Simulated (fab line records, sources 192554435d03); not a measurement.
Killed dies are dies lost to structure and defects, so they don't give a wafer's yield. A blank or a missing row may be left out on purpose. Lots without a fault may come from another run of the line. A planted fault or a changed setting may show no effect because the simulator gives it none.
One fault seen from 3 desks | flow n5_finfet | each desk has only its own numbers; what lay behind them comes last

THE DEFECT DESK
What the inspections along the route counted, lot by lot: means of the sampled wafers that have a number. A lot is out of limits, marked OUT, if its mean lies more than 4 standard deviations from the usual mean; the brackets give that distance.
Columns: A = raw_defect_count at N5_HKMG_FIN_INSPECT_61, usual 1.9
lot  | first seen here | A
L106 | day 4 01:22     | 1.3
L107 | day 4 06:08     | 2.3
L108 | day 4 16:23     | 2.0
L109 | day 4 20:47     | 0.3
L110 | day 5 03:46     | 1.0
L111 | day 5 13:38     | 1.7
L112 | day 5 15:43     | 2.7
L116 | day 6 15:37     | 3.0
L122 | day 8 06:19     | 0.5
L125 | day 8 18:36     | 3.0
L126 | day 8 22:21     | 1.0
This desk's finding: nothing out of limits on any of the 11 lots.

THE TOOL OWNER'S DESK: ald_metal-03
The tool's own readings at N5_HKMG_FIN_ALD_79 (deposits TiN, target thk 1.5 nm, pulse time 1 s, purge time 3 s): means of the sampled wafers that have a number, for each lot that ran on this tool. A lot is out of limits, marked OUT, if its mean lies more than 4 standard deviations from the usual mean; the brackets give that distance.
Columns: A = heater_power_w at N5_HKMG_FIN_ALD_79, usual 924 W; B = precursor_pulse_height_rel at N5_HKMG_FIN_ALD_79, usual 0.997; C = susceptor_temp_C at N5_HKMG_FIN_ALD_79, usual 399.98 C
lot  | first seen here | A   | B     | C
L109 | day 4 22:12     | 901 | 0.977 | 399.88
L111 | day 5 15:35     | 916 | 0.987 | 400.05
L116 | day 6 17:02     | 889 | 0.989 | 399.77
L122 | day 8 07:43     | 902 | 0.998 | 400.15
L125 | day 8 20:00     | 900 | 0.999 | 399.83
L126 | day 8 23:50     | 901 | 0.980 | 400.03
This desk's finding: nothing out of limits on any of the 6 lots.

THE METROLOGY DESK
What the gauges read, lot by lot, whatever tool the lot ran on: means of the sampled wafers that have a number. A lot is out of limits, marked OUT, if its mean lies more than 4 standard deviations from the usual mean; the brackets give that distance. Of its 10 readings 7 are shown: those that lie furthest out on some lot.
Columns: A = DIBL_N at N5_BEOL_M4_RC_MEAS_101, usual 36.4 mV/V; B = DIBL_P at N5_BEOL_M4_RC_MEAS_101, usual 36.6 mV/V; C = IOFF_P at N5_BEOL_M4_RC_MEAS_101, usual 0.211 nA/um; D = ION_N at N5_BEOL_M4_RC_MEAS_101, usual 671 uA/um; E = ION_P at N5_BEOL_M4_RC_MEAS_101, usual 462 uA/um; F = SS_P at N5_BEOL_M4_RC_MEAS_101, usual 73.4 mV/dec; G = VT_P at N5_BEOL_M4_RC_MEAS_101, usual -250.1 mV
lot  | first seen here | A    | B    | C     | D   | E   | F    | G
L106 | day 7 23:52     | 35.6 | 35.0 | 0.194 | 675 | 461 | 72.4 | -251.8
L107 | day 8 08:29     | 36.1 | 35.9 | 0.207 | 672 | 464 | 73.9 | -250.5
L108 | day 8 10:45     | 36.7 | 37.6 | 0.249 | 670 | 469 | 73.8 | -246.8
L109 | day 8 18:28     | 36.8 | 38.2 | 0.203 | 669 | 458 | 73.4 | -251.4
L110 | day 8 18:59     | 35.6 | 35.3 | 0.167 | 666 | 451 | 73.5 | -255.5
L111 | day 8 22:37     | 34.3 | 34.1 | 0.210 | 659 | 464 | 72.7 | -249.5
L112 | day 9 15:51     | 35.8 | 35.6 | 0.197 | 669 | 460 | 73.0 | -251.8
L116 | day 10 14:41    | 34.4 | 36.2 | 0.221 | 668 | 462 | 73.0 | -248.6
L122 | day 12 09:46    | 37.5 | 37.3 | 0.242 | 668 | 463 | 73.5 | -249.6
L125 | day 12 16:26    | 37.4 | 37.9 | 0.226 | 676 | 462 | 73.6 | -248.3
L126 | day 12 20:07    | 36.5 | 37.3 | 0.204 | 666 | 455 | 73.7 | -249.3
This desk's finding: nothing out of limits on any of the 11 lots.

PUT TOGETHER
The defect desk saw nothing out of limits.
The tool owner's desk saw nothing out of limits.
The metrology desk saw nothing out of limits.

WHAT THE SIMULATOR HAD PUT IN
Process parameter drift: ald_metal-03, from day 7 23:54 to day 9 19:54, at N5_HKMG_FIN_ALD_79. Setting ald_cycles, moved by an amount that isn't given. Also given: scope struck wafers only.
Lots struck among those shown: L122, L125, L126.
